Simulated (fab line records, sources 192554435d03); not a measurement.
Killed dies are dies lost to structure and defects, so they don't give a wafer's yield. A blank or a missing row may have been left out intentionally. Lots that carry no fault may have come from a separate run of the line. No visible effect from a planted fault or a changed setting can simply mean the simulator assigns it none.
fab line records    flow n5_finfet
[record] lots = 7  wafers = 21
route steps=1938 shown SD_EPI_P@297 SD_ACTIVATION@330 SDB@373 DUMMY_REMOVAL@377 HKMG_FIN@402 GATE_CUT@480 BEOL_M0_SAQP@633 BEOL_M1@753
start_h: hours from the record's opening day to when the first of the lot's shown wafers began    wait_h: hours since the lot's step before    " the same as in the row above    L1.1+2: several wafers, shown together as one row    - either no value or no given start    * or withheld: withheld    < > ~ a bound
route shown NAME@n: NAME is a module with steps in the file, n the number in the route of the first one    usual: mean/standard deviation of fault-free wafers    same: alike in all rows    chamber/n: place in a boat    sites: each site's reading    _std_site: standard deviation across them    _edge_site: mean of outer sites minus mean of inner sites    radius_mm: for every site, how far away it sits from the centre of the wafer    mask NAME#n: copy n    behind: the last tool/chamber to shape the wafer    hold: the reason the lot was held/the length of the hold in hours/how it ended    device: which transistor (n, p or np) failed to switch    end of line: tests run on the same wafers once the route is complete    step lacking rows: just its recipe    killed: the dies lost at the first sort to structure and to defects; this is not the yield of the wafer    map: dies across one wafer; x = killed, . = not, _ = none there
set.NAME: setting as actually run; set.NAME@STEP: the setting as run at that earlier step    model.NAME: the simulator's own value behind a step, which no gauge read
lots whose settings were changed on purpose; a table a step, a row a wafer
[[steps]]
[step N5_SD_EPI_P_COAT_03]
[recipe] resist = CAR-ArF-block  spin_rpm = 1500  resist_thk_nm = 150
lot.wafer  tool            chamber  start_h  wait_h  set.spin_rpm  model.CAR-ArF-block_of_SD_EPI_P_COAT_03.thk_nm
L088.3+5   litho_track-04  0        -        -       1500          150.4
L088.6     "               0        "        "       1500          150.6
L089.2     litho_track-01  0        -        -       1551          147.6
L089.5     "               0        "        "       1500          149.8
L089.6     "               0        "        "       1500          150.4
L090.4+5   litho_track-04  0        -        -       1500          149.6
L090.6     "               0        "        "       1376          156.2
L091.3     litho_track-01  0        -        -       1500          150.4
L091.4     "               0        "        "       1500          150.2
L091.5     "               0        "        "       1352          158
L092.2     litho_track-01  0        -        -       1500          150
L092.4     "               0        "        "       1500          149.6
L092.5     "               0        "        "       1500          149.8
L093.3+4   litho_track-04  0        -        -       1500          150
L093.5     "               0        "        "       1500          149.4
L094.1+6   litho_track-03  0        -        -       1500          150.2
L094.5     "               0        "        "       1500          149.8
[step N5_SD_EPI_P_EBR_05]
[recipe] solvent = PGMEA  ebr_width_mm = 1.5
[step N5_SD_EPI_P_SOFTBAKE_04]
[recipe] temp_c = 110  time_s = 60  resist = CAR-ArF-block
[step N5_SD_EPI_P_DESCUM_14]
[recipe] chemistry = O2  time_s = 7.9  source_power_w = 50  bias_power_w = 20  pressure_mtorr = 20  rf_frequency_hz = 2.712e+07  temp_c = 40  resist = CAR-ArF-block  o2_flow_sccm = 225
lot.wafer  tool         chamber  start_h  wait_h  set.spin_rpm@SD_EPI_P_COAT_03  model.CAR-ArF-block_of_SD_EPI_P_COAT_03.thk_nm
L088.3     rie_diel-06  0        140.05   0.0     1500                           143.8
L088.5+6   "            2,0      "        "       1500                           144
L089.2     rie_diel-06  2        152.29   0.2     1551                           141.4
L089.5     "            1        "        "       1500                           143.2
L089.6     "            0        "        "       1500                           143.8
L090.4     rie_diel-03  3        159.29   0.1     1500                           143.2
L090.5     "            1        "        "       1500                           143
L090.6     "            2        "        "       1376                           149.8
L091.3     rie_diel-03  3        163.47   0.3     1500                           144
L091.4     "            2        "        "       1500                           143.8
L091.5     "            1        "        "       1352                           151.4
L092.2     rie_diel-03  3        167.98   0.0     1500                           143.6
L092.4     "            1        "        "       1500                           143
L092.5     "            2        "        "       1500                           143.4
L093.3+4   rie_diel-03  2,3      169.66   0.0     1500                           143.6
L093.5     "            2        "        "       1500                           143
L094.1+6   rie_diel-02  3,1      177.17   0.1     1500                           143.6
L094.5     "            0        "        "       1500                           143.4
[step N5_SD_EPI_P_ETCH_36]
[recipe] chemistry = CF4  target = SiARC  target_depth_a = 455  mask_material = CAR-ArF-block  time_s = 75.8  ion_energy_ev = 80  pressure_mtorr = 40  source_w = 545  bias_w = 36  Ar_flow_sccm = 100  cf4_flow_sccm = 100  ends = cleared
[step N5_SD_EPI_P_ETCH_37]
[recipe] chemistry = N2/H2  target = SOC  overetch_a = 1080  mask_material = SiARC  temp_c = 40  ion_energy_ev = 100  source_w = 3000  bias_w = 133  pressure_mtorr = 20  time_s = 486  n2_flow_sccm = 200  h2_flow_sccm = 200  ends = end_point
[step N5_SD_EPI_P_EPI_21]
[recipe] material = SiGe:B  dopant = B  temp_c = 550  pressure_torr = 20  ambient = H2  time_s = 355
[step N5_SD_EPI_P_HM_STRIP_48]
[recipe] chemistry = H3PO4  temp_c = 160  material = SiNx  target = SiNx  target_depth_a = 30  overetch_fraction = 0.3
lot.wafer  tool          chamber  start_h  wait_h  set.epi_growth_time_s@SD_EPI_N_EPI_21  model.Si-P_of_SD_EPI_N_EPI_21.thk_nm
L088.3     wet_bench-06  7        143.66   0.0     690                                    58
L088.5     "             4        "        "       690                                    59
L088.6     "             5        "        "       690                                    58.4
L089.2     wet_bench-05  2        156.72   0.0     690                                    58.2
L089.5     "             4        "        "       690                                    58.6
L089.6     "             3        "        "       655                                    56.8
L090.4     wet_bench-06  5        162.87   0.0     690                                    59.6
L090.5     "             0        "        "       690                                    58.8
L090.6     "             4        "        "       690                                    59.2
L091.3+5   wet_bench-06  0,4      167.08   0.0     690                                    58.4
L091.4     "             5        "        "       690                                    59
L092.2+5   wet_bench-01  0,1      171.56   0.0     690                                    58.6
L092.4     "             2        "        "       690                                    58.2
L093.3+4   wet_bench-01  3,6      173.49   0.0     690                                    57.4
L093.5     "             1        "        "       652.3                                  54.6
L094.1+5   wet_bench-01  2,6      180.78   0.0     728.9                                  59.6
L094.6     "             3        "        "       690                                    56.4
[step N5_SD_EPI_P_SRD_49]
[recipe] dry = ipa_marangoni  time_s = 30  temp_c = 23  rinse_liquid = diw
[step N5_SD_EPI_P_PRECLEAN_24]
[recipe] chemistry = O3/DIW  time_s = 45  temp_c = 22  o3_ppm = 10
[step N5_SD_ACTIVATION_RTA_00]
[recipe] temp_c = 975  time_s = 0  ambient = N2  idle_temp_c = 600  ramp_up_c_per_s = 150  ramp_down_c_per_s = 60  cool_to_c = 600
[step N5_SD_ACTIVATION_LSA_01]
[recipe] temp_c = 1080  time_s = 0.0008  ambient = N2
[step N5_SD_ACTIVATION_RS_MEAS_03]
[recipe] thk_meas_gauge = four-point-probe
[usual] RS_SD_N = 22.0/0.31  RS_SD_P = 56.4/1
lot.wafer  tool           chamber  start_h  wait_h  set.epi_growth_time_s@SD_EPI_N_EPI_21  RS_SD_N[ohm/sq]  RS_SD_P[ohm/sq]
L088.3     film_metro-01  -        144.28   0.2     690                                    22.0             55.7
L088.5     "              -        "        "       690                                    21.6             56.3
L088.6     "              -        "        "       690                                    21.9             56.0
L089.2     film_metro-02  -        157.31   0.2     690                                    21.9             56.0
L089.5     "              -        "        "       690                                    21.6             55.8
L089.6     "              -        "        "       655                                    22.6             56.0
L090.4     film_metro-02  -        163.52   0.2     690                                    21.3             56.2
L090.5     "              -        "        "       690                                    21.5             56.0
L090.6     "              -        "        "       690                                    21.5             56.2
L091.3     film_metro-02  -        167.68   0.2     690                                    21.8             57.6
L091.4     "              -        "        "       690                                    21.7             57.3
L091.5     "              -        "        "       690                                    21.8             56.9
L092.2     film_metro-01  -        172.35   0.2     690                                    21.9             55.8
L092.4     "              -        "        "       690                                    22.0             56.2
L092.5     "              -        "        "       690                                    22.1             55.8
L093.3     film_metro-02  -        174.21   0.2     690                                    22.2             57.2
L093.4     "              -        "        "       690                                    22.0             56.7
L093.5     "              -        "        "       652.3                                  23.2             56.8
L094.1     film_metro-01  -        181.47   0.2     728.9                                  21.5             56.1
L094.5     "              -        "        "       728.9                                  21.3             56.5
L094.6     "              -        "        "       690                                    22.6             56.0
[step N5_SDB_ALD_29]
[recipe] material = SiNx  target_thk_a = 300  temp_c = 400  ald_precursor_family = SiH2I2  ald_co_reactant = N2/H2-plasma  pulse_time_s = 1  ald_cycles = 600  purge_time_s = 2  co_reactant_purge_time_s = 2  pressure_torr = 2
lot.wafer   tool        chamber  start_h  wait_h  set.ald_cycles  model.SiNx_of_SDB_ALD_29.thk_nm
L088.3+5+6  ald_sin-02  1,3,0    152.74   0.0     600             30
L089.2+5    ald_sin-01  0,1      165.57   0.0     521             26.2
L089.6      "           0        166.92   1.4     600             30.2
L090.4+6    ald_sin-02  0,2      171.78   0.1     600             30
L090.5      "           1        173.13   1.5     600             30.2
L091.3      ald_sin-01  3        175.86   0.0     600             30
L091.4      "           0        "        "       646             32.4
L091.5      "           3        177.22   1.4     600             29.8
L092.2      ald_sin-01  2        180.66   0.4     600             29.6
L092.4+5    "           3,1      "        "       600             29.8
L093.3      ald_sin-01  3        183.46   0.6     600             29.6
L093.4      "           2        "        "       600             29.8
L093.5      "           0        184.81   2.0     600             30
L094.1+5    ald_sin-01  1,3      191.31   0.1     600             30
L094.6      "           2        192.66   1.5     600             29.6
[step N5_SDB_CMP_30]
[recipe] stop_on = poly-Si  t_overpolish_s = 1.54  post_cmp_clean = alkaline_brush  down_force_psi = 4.1491  platen_rpm = 51.796  pad_velocity_m_s = 1.0306  target_thk_nm = 30
lot.wafer   tool    chamber  start_h  wait_h  set.platen_rpm
L088.3+6+5  cmp-02  0,1,2    155.66   1.6     51.796
L089.2      cmp-01  2        168.30   1.4     51.796
L089.5+6    "       2,3      "        "       50.74
L090.4      cmp-04  3        174.55   1.4     52.5
L090.6+5    "       2,3      "        "       51.796
L091.4+3    cmp-02  1,3      178.64   1.4     51.796
L091.5      "       0        "        "       50.29
L092.4+5    cmp-02  1        183.43   1.4     50.48
L092.2      "       2        "        "       51.796
L093.4+5    cmp-02  1        186.20   1.4     51.19
L093.3      "       0        "        "       51.796
L094.1+5    cmp-01  1,2      194.04   1.4     51.796
L094.6      "       1        "        "       51.32
[step N5_DUMMY_REMOVAL_HM_STRIP_01]
[recipe] chemistry = CH3F/O2  material = SiNx  target_depth_a = 40  stop_on = poly-Si  time_s = 6.8  over_etch_frac = 0.3  ion_energy_ev = 60  power_w = 410  bias_w = 29  Ar_flow_sccm = 150  CH3F_flow_sccm = 30  O2_flow_sccm = 20
[step N5_DUMMY_REMOVAL_STRIP_10]
[recipe] chemistry = N2/H2  time_s = 40  power_w = 100  temp_c = 40  pressure_mtorr = 100  rf_frequency_hz = 6e+07  bias_power_w = 3  n2_flow_sccm = 300  h2_flow_sccm = 300
[step N5_DUMMY_REMOVAL_PRECLEAN_07]
[recipe] chemistry = dHF  time_s = 30  temp_c = 25  dilution = withheld
lot.wafer   tool          chamber  start_h  wait_h  set.ald_cycles@SDB_ALD_29  model.SiNx_of_SDB_ALD_29.thk_nm
L088.3+5+6  wet_bench-06  5,6,4    156.03   0.1     600                        29.2
L089.2      wet_bench-06  4        168.79   0.1     521                        25.4
L089.5      "             0        "        "       521                        25.6
L089.6      "             7        "        "       600                        29.4
L090.4      wet_bench-01  7        175.07   0.1     600                        29
L090.5      "             6        "        "       600                        29.4
L090.6      "             3        "        "       600                        29.2
L091.3      wet_bench-05  1        179.08   0.1     600                        29.2
L091.4      "             7        "        "       646                        29.4
L091.5      "             0        "        "       600                        29
L092.2      wet_bench-01  3        183.88   0.1     600                        28.8
L092.4+5    "             7,5      "        "       600                        29
L093.3+4    wet_bench-05  7,5      186.76   0.1     600                        29
L093.5      "             6        "        "       600                        29.2
L094.1+5    wet_bench-06  0,6      194.52   0.1     600                        29.2
L094.6      "             4        "        "       600                        28.8
[step N5_HKMG_FIN_ETCH_54]
[recipe] chemistry = CF4  target = SiARC  target_depth_a = 455  mask_material = CAR-ArF  time_s = 75.8  ion_energy_ev = 80  pressure_mtorr = 40  source_w = 545  bias_w = 36  Ar_flow_sccm = 100  cf4_flow_sccm = 100  ends = cleared
[usual] rf_vpp_V = 183.8/1.2
lot.wafer  tool         chamber  start_h  wait_h  set.source_w  rf_vpp_V
L088.3     rie_diel-04  1        157.52   0.0     545           182.0
L088.5     "            2        "        "       545           184.9
L088.6     "            3        "        "       545           185.2
L089.2     rie_diel-04  1        170.44   0.0     615.8         174.7
L089.5     "            1        "        "       545           183.1
L089.6     "            0        "        "       615.8         177.2
L090.4     rie_diel-01  0        176.76   0.0     545           183.6
L090.5     "            0        "        "       577.2         180.3
L090.6     "            1        "        "       545           183.5
L091.3     rie_diel-05  3        180.87   0.0     614.2         177.6
L091.4     "            1        "        "       545           183.9
L091.5     "            3        "        "       545           186.0
L092.2     rie_diel-01  2        185.55   0.0     474.2         193.6
L092.4     "            0        "        "       545           183.2
L092.5     "            2        "        "       474.2         194.1
L093.3     rie_diel-04  2        188.28   0.0     545           185.0
L093.4     "            1        "        "       545           183.2
L093.5     "            0        "        "       638.7         174.1
L094.1     rie_diel-05  2        196.32   0.0     545           181.4
L094.5     "            1        "        "       545           183.2
L094.6     "            2        "        "       545           181.1
[step N5_HKMG_FIN_ETCH_58]
[recipe] chemistry = N2/H2  target = SOC  target_depth_a = 2158  ion_energy_ev = 50  bias_w = 13  time_s = 741  pressure_mtorr = 30  source_w = 875  n2_flow_sccm = 200  h2_flow_sccm = 200
[usual] rf_vpp_V = 99.1/1
lot.wafer  tool         chamber  start_h  wait_h  set.source_w  rf_vpp_V
L088.3     rie_diel-04  1        157.79   0.0     875           97.0
L088.5     "            2        "        "       875           98.8
L088.6     "            3        "        "       875           99.5
L089.2     rie_diel-04  1        170.70   0.0     875           98.3
L089.5     "            1        "        "       875           99.0
L089.6     "            0        "        "       875           100.7
L090.4     rie_diel-01  0        177.02   0.0     725.8         106.4
L090.5     "            0        "        "       875           100.0
L090.6     "            1        "        "       875           99.5
L091.3     rie_diel-05  3        181.14   0.0     875           100.4
L091.4     "            1        "        "       972.2         96.0
L091.5     "            3        "        "       972.2         95.8
L092.2     rie_diel-01  2        185.82   0.0     875           100.6
L092.4     "            0        "        "       823.2         101.5
L092.5     "            2        "        "       823.2         101.2
L093.3     rie_diel-04  2        188.54   0.0     916.4         97.0
L093.4     "            1        "        "       875           98.4
L093.5     "            0        "        "       916.4         97.5
L094.1     rie_diel-05  2        196.59   0.0     738.9         103.7
L094.5     "            1        "        "       875           99.1
L094.6     "            2        "        "       875           97.9
[step N5_GATE_CUT_COAT_27]
[recipe] resist = underlayer  temp_c = 205  time_s = 60  spin_rpm = 1500  resist_thk_nm = 10
lot.wafer   tool            chamber  start_h  wait_h  set.spin_rpm  model.underlayer_of_GATE_CUT_COAT_27.thk_nm
L088.3+5+6  litho_track-01  0        -        -       1500          10
L089.2+5+6  litho_track-03  0        -        -       1500          10
L090.4+5    litho_track-03  0        -        -       1500          10
L090.6      "               0        "        "       1621          9.6
L091.3      litho_track-03  0        -        -       1347          10.6
L091.4+5    "               0        "        "       1500          10
L092.2+4+5  litho_track-05  0        -        -       1500          10
L093.3+4+5  litho_track-05  0        -        -       1500          10
L094.1      litho_track-03  0        -        -       1416          10.4
L094.5+6    "               0        "        "       1500          10
[step N5_GATE_CUT_COAT_07]
[recipe] resist = CAR-EUV  spin_rpm = 1500  resist_thk_nm = 30
[step N5_GATE_CUT_EBR_09]
[recipe] solvent = PGMEA  ebr_width_mm = 1.5
[step N5_GATE_CUT_DESCUM_18]
[recipe] chemistry = O2  time_s = 7  source_power_w = 50  bias_power_w = 20  pressure_mtorr = 20  rf_frequency_hz = 2.712e+07  temp_c = 40  resist = CAR-EUV  o2_flow_sccm = 225
[step N5_GATE_CUT_ETCH_28]
[recipe] chemistry = N2/H2  target = underlayer  target_depth_a = 130  mask_material = CAR-EUV  time_s = 10.4  ion_energy_ev = 200  pressure_mtorr = 30  source_w = 840  bias_w = 150  n2_flow_sccm = 200  h2_flow_sccm = 200  ends = cleared
lot.wafer  tool         chamber  start_h  wait_h  set.spin_rpm@GATE_CUT_COAT_27  model.etch.depth_nm
L088.3     rie_diel-02  1        169.37   0.0     1500                           10.03
L088.5     "            2        "        "       1500                           10.05
L088.6     "            3        "        "       1500                           10.07
L089.2+5   rie_diel-03  1,3      182.06   0.0     1500                           10.01
L089.6     "            0        "        "       1500                           10.03
L090.4+5   rie_diel-02  0,3      189.02   0.0     1500                           10.02
L090.6     "            1        "        "       1621                           9.616
L091.3     rie_diel-03  2        192.66   0.0     1347                           10.59
L091.4     "            0        "        "       1500                           10.03
L091.5     "            3        "        "       1500                           10.06
L092.2     rie_diel-06  2        197.15   0.0     1500                           10.02
L092.4     "            3        "        "       1500                           9.987
L092.5     "            3        "        "       1500                           9.993
L093.3     rie_diel-06  2        199.78   0.0     1500                           10
L093.4     "            1        "        "       1500                           9.974
L093.5     "            2        "        "       1500                           10.02
L094.1     rie_diel-02  2        208.59   0.0     1416                           10.32
L094.5     "            3        "        "       1500                           10.02
L094.6     "            0        "        "       1500                           9.957
[step N5_BEOL_M0_SAQP_ILD_DEP_01]
[recipe] material = SiOC  target_thk_a = 454.19  temp_c = 350  precursor = DEMS/O2  pressure_torr = 5  rf_w = 500  time_s = 8.7
lot.wafer  tool      chamber  start_h  wait_h  set.time_s  model.SiOC_of_BEOL_M0_SAQP_ILD_DEP_01.thk_nm
L088.3     pecvd-03  0        192.21   0.0     8.7         44.8
L088.5     "         0        "        "       8.7         45.8
L088.6     "         1        "        "       8.7         45.6
L089.2     pecvd-03  1        203.79   0.0     7.924       40.6
L089.5     "         2        "        "       8.7         46.6
L089.6     "         1        "        "       8.7         45
L090.4     pecvd-01  0        209.95   0.0     8.7         46.4
L090.5     "         1        "        "       8.7         46
L090.6     "         2        "        "       8.7         45.2
L091.3     pecvd-01  2        213.50   0.0     9.692       50
L091.4     "         2        "        "       9.692       50.8
L091.5     "         1        "        "       8.7         46.8
L092.2     pecvd-02  1        220.29   0.0     9.313       47.8
L092.4     "         0        "        "       8.7         45.2
L092.5     "         1        "        "       8.7         45.6
L093.3     pecvd-03  1        223.74   0.0     7.516       39
L093.4     "         1        "        "       8.7         45.2
L093.5     "         0        "        "       7.516       40.4
L094.1     pecvd-01  2        227.59   0.0     9.094       47.4
L094.5     "         0        "        "       9.094       48.4
L094.6     "         1        "        "       8.7         46
[step N5_BEOL_M0_SAQP_PECVD_96]
[recipe] material = a-Si  target_thk_a = 450  temp_c = 350  precursor = SiH4/He  pressure_torr = 3  rf_w = 100  time_s = 45.2
lot.wafer  tool      chamber  start_h  wait_h  set.time_s  model.a-Si_of_BEOL_M0_SAQP_PECVD_96.thk_nm
L088.3     pecvd-02  2        193.34   0.0     45.2        44.6
L088.5     "         2        "        "       45.2        44.8
L088.6     "         0        "        "       45.2        45.6
L089.2     pecvd-02  1        204.56   0.0     45.2        43.6
L089.5     "         0        "        "       45.2        45.6
L089.6     "         1        "        "       50.1        49
L090.4     pecvd-01  1        210.60   0.0     50.95       50.4
L090.5     "         2        "        "       45.2        46.4
L090.6     "         0        "        "       50.95       50.6
L091.3     pecvd-01  1        213.80   0.0     45.2        43.6
L091.4     "         2        "        "       45.2        45.2
L091.5     "         1        "        "       45.2        44.2
L092.2     pecvd-02  0        221.09   0.0     38.83       38.6
L092.4     "         1        "        "       45.2        45
L092.5     "         0        "        "       45.2        46
L093.3     pecvd-03  2        225.71   0.0     42.77       42.2
L093.4+5   "         1,2      "        "       45.2        45.2
L094.1     pecvd-01  1        227.85   0.0     45.2        44.4
L094.5     "         2        "        "       45.2        45.2
L094.6     "         0        "        "       39.13       39
[step N5_BEOL_M0_SAQP_ETCH_84]
[recipe] chemistry = N2/H2  target = SOC  target_depth_a = 1000  overetch_a = 200  mask_material = SiARC  temp_c = 40  time_s = 150  ion_energy_ev = 200  pressure_mtorr = 30  source_w = 840  bias_w = 150  n2_flow_sccm = 200  h2_flow_sccm = 200
lot.wafer   tool         chamber  start_h  wait_h  set.time_s
L088.3+5+6  rie_diel-06  1,3,0    194.18   0.0     150
L089.2      rie_diel-02  3        205.48   0.0     161.7
L089.5+6    "            2,3      "        "       150
L090.4+5+6  rie_diel-02  0,2,1    211.31   0.0     150
L091.3      rie_diel-06  2        214.66   0.0     139.1
L091.4+5    "            3,0      "        "       150
L092.2+5    rie_diel-03  1,2      222.45   0.0     150
L092.4      "            2        "        "       130.7
L093.3+4    rie_diel-06  2,0      226.56   0.0     160.7
L093.5      "            0        "        "       150
L094.1      rie_diel-02  1        228.56   0.0     150
L094.5+6    "            3,0      "        "       168.7
[step N5_BEOL_M0_SAQP_STRIP_80]
[recipe] chemistry = N2/H2  temp_c = 40  n2_flow_sccm = 200  h2_flow_sccm = 200  rf_frequency_hz = 6e+07
[step N5_BEOL_M0_SAQP_HM_OPEN_112]
[recipe] chemistry = CHF3/O2  target = SiO2  stop_on = a-Si  target_depth_a = 120  over_etch_frac = 1.25  mask_material = SOC  time_s = 13.5  pressure_mtorr = 30  source_w = 650  bias_w = 170  Ar_flow_sccm = 200  CHF3_flow_sccm = 50  O2_flow_sccm = 5  ion_energy_ev = 200  ends = end_point
[step N5_BEOL_M0_SAQP_ETCH_101]
[recipe] chemistry = CH3F/O2  target = SiNx  mask_material = SiO2  target_depth_a = 299  time_s = 42.7  pressure_mtorr = 30  source_w = 395  bias_w = 73  Ar_flow_sccm = 150  CH3F_flow_sccm = 30  O2_flow_sccm = 20  ion_energy_ev = 120
[step N5_BEOL_M0_SAQP_ETCH_102]
[recipe] chemistry = CF4  target = SiO2  target_depth_a = 40  ion_energy_ev = 350  time_s = 4.4  pressure_mtorr = 10  icp_w = 800  bias_w = 400  cf4_flow_sccm = 80
[step N5_BEOL_M0_SAQP_MANDREL_ETCH_103]
[recipe] chemistry = HBr/Cl2  target = a-Si  target_depth_a = 450  bt_time_s = 10  stop_on = SiCN  mask_material = SiO2  over_etch_frac = 0.8  time_s = 27  pressure_mtorr = 10  icp_w = 800  bias_w = 75  HBr_flow_sccm = 150  Cl2_flow_sccm = 80  ends = end_point
lot.wafer  tool       chamber  start_h  wait_h  set.time_s@BEOL_M0_SAQP_PECVD_96  model.etch.depth_nm
L088.3     rie_si-05  0        197.15   0.0     45.2                              44.59
L088.5     "          0        "        "       45.2                              44.88
L088.6     "          1        "        "       45.2                              45.56
L089.2     rie_si-04  2        207.81   0.0     45.2                              43.52
L089.5     "          1        "        "       45.2                              45.63
L089.6     "          2        "        "       50.1                              49.03
L090.4     rie_si-02  1        213.15   0.0     50.95                             50.33
L090.5     "          0        "        "       45.2                              46.32
L090.6     "          3        "        "       50.95                             50.55
L091.3     rie_si-05  2        216.38   0.0     45.2                              43.6
L091.4     "          3        "        "       45.2                              45.19
L091.5     "          0        "        "       45.2                              44.18
L092.2     rie_si-02  3        224.21   0.0     38.83                             38.68
L092.4     "          3        "        "       45.2                              45.07
L092.5     "          1        "        "       45.2                              45.93
L093.3     rie_si-05  0        228.45   0.0     42.77                             42.26
L093.4     "          3        "        "       45.2                              45.12
L093.5     "          3        "        "       45.2                              45.24
L094.1     rie_si-02  1        230.29   0.0     45.2                              44.3
L094.5     "          0        "        "       45.2                              45.12
L094.6     "          1        "        "       39.13                             38.96
[step N5_BEOL_M1_PECVD_72]
[recipe] material = SiO2  target_thk_a = 160  temp_c = 400  precursor = TEOS/O2  pressure_torr = 5.5  rf_w = 450  teos_flow_sccm = 53.8  gas = O2  flow_sccm = 3000  time_s = 18
lot.wafer   tool      chamber  start_h  wait_h  set.time_s  model.SiO2_of_BEOL_M1_PECVD_72.thk_nm
L088.3      pecvd-03  1        209.00   0.0     18          15.2
L088.5+6    "         2,0      "        "       18          16.2
L089.2+5+6  pecvd-01  1,2,0    216.64   0.0     18          16
L090.4      pecvd-03  0        222.49   0.1     18          16.6
L090.5      "         2        "        "       18          16.2
L090.6      "         1        "        "       15.9        13.8
L091.3      pecvd-01  2        223.65   0.0     16.7        14.8
L091.4      "         1        "        "       18          16.4
L091.5      "         0        "        "       16.7        15
L092.2      pecvd-01  2        236.14   0.0     18          15.8
L092.4      "         0        "        "       18          16
L092.5      "         1        "        "       18          16.2
L094.1      pecvd-01  0        238.10   0.0     18          15.6
L094.5+6    "         2,0      "        "       18          15.8
L093.3      pecvd-01  0        238.33   0.0     20.27       17.6
L093.4      "         0        "        "       20.27       17.8
L093.5      "         2        "        "       20.27       18
[[key]]
[split] step = N5_SD_EPI_P_COAT_03  setting = spin_rpm  stated = 1500  by = wafer
[response] step = N5_SD_EPI_P_COAT_03  reading = model.CAR-ArF-block_of_SD_EPI_P_COAT_03.thk_nm  change = -0.784  per = 1%  r = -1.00
[response] step = N5_SD_EPI_P_DESCUM_14  reading = model.CAR-ArF-block_of_SD_EPI_P_COAT_03.thk_nm  change = -0.77  per = 1%  r = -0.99
[split] step = N5_SDB_ALD_29  setting = ald_cycles  stated = 600  by = wafer
[response] step = N5_SDB_ALD_29  reading = model.SiNx_of_SDB_ALD_29.thk_nm  change = +0.309  per = 1%  r = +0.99
[response] step = N5_DUMMY_REMOVAL_PRECLEAN_07  reading = model.SiNx_of_SDB_ALD_29.thk_nm  shape = bent  at_lowest = 25.5  at_stated = 29.11  at_highest = 29.4
[split] step = N5_SDB_CMP_30  setting = platen_rpm  stated = 51.796  by = wafer
response none clear
[split] step = N5_HKMG_FIN_ETCH_54  setting = source_w  stated = 545  by = wafer
[response] step = N5_HKMG_FIN_ETCH_54  reading = rf_vpp_V  change = -0.621  per = 1%  r = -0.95
[split] step = N5_HKMG_FIN_ETCH_58  setting = source_w  stated = 875  by = wafer
[response] step = N5_HKMG_FIN_ETCH_58  reading = rf_vpp_V  change = -0.354  per = 1%  r = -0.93
[split] step = N5_GATE_CUT_COAT_27  setting = spin_rpm  stated = 1500  by = wafer
[response] step = N5_GATE_CUT_COAT_27  reading = model.underlayer_of_GATE_CUT_COAT_27.thk_nm  change = -0.0578  per = 1%  r = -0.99
[response] step = N5_GATE_CUT_ETCH_28  reading = model.etch.depth_nm  change = -0.0535  per = 1%  r = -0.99
[split] step = N5_BEOL_M0_SAQP_ILD_DEP_01  setting = time_s  stated = 8.7  by = wafer
[response] step = N5_BEOL_M0_SAQP_ILD_DEP_01  reading = model.SiOC_of_BEOL_M0_SAQP_ILD_DEP_01.thk_nm  change = +0.404  per = 1%  r = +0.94
[split] step = N5_BEOL_M0_SAQP_PECVD_96  setting = time_s  stated = 45.2  by = wafer
[response] step = N5_BEOL_M0_SAQP_PECVD_96  reading = model.a-Si_of_BEOL_M0_SAQP_PECVD_96.thk_nm  change = +0.424  per = 1%  r = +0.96
[response] step = N5_BEOL_M0_SAQP_MANDREL_ETCH_103  reading = model.etch.depth_nm  change = +0.422  per = 1%  r = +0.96
[split] step = N5_BEOL_M0_SAQP_ETCH_84  setting = time_s  stated = 150  by = wafer
response none clear
[split] step = N5_BEOL_M1_PECVD_72  setting = time_s  stated = 18  by = wafer
[response] step = N5_BEOL_M1_PECVD_72  reading = model.SiO2_of_BEOL_M1_PECVD_72.thk_nm  change = +0.219  per = 1%  r = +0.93
split outside_this_file step=N5_SD_EPI_N_EPI_21 setting=epi_growth_time_s
// split outside_this_file: this setting was split too, and the file shows its column; the key of that split is in another file
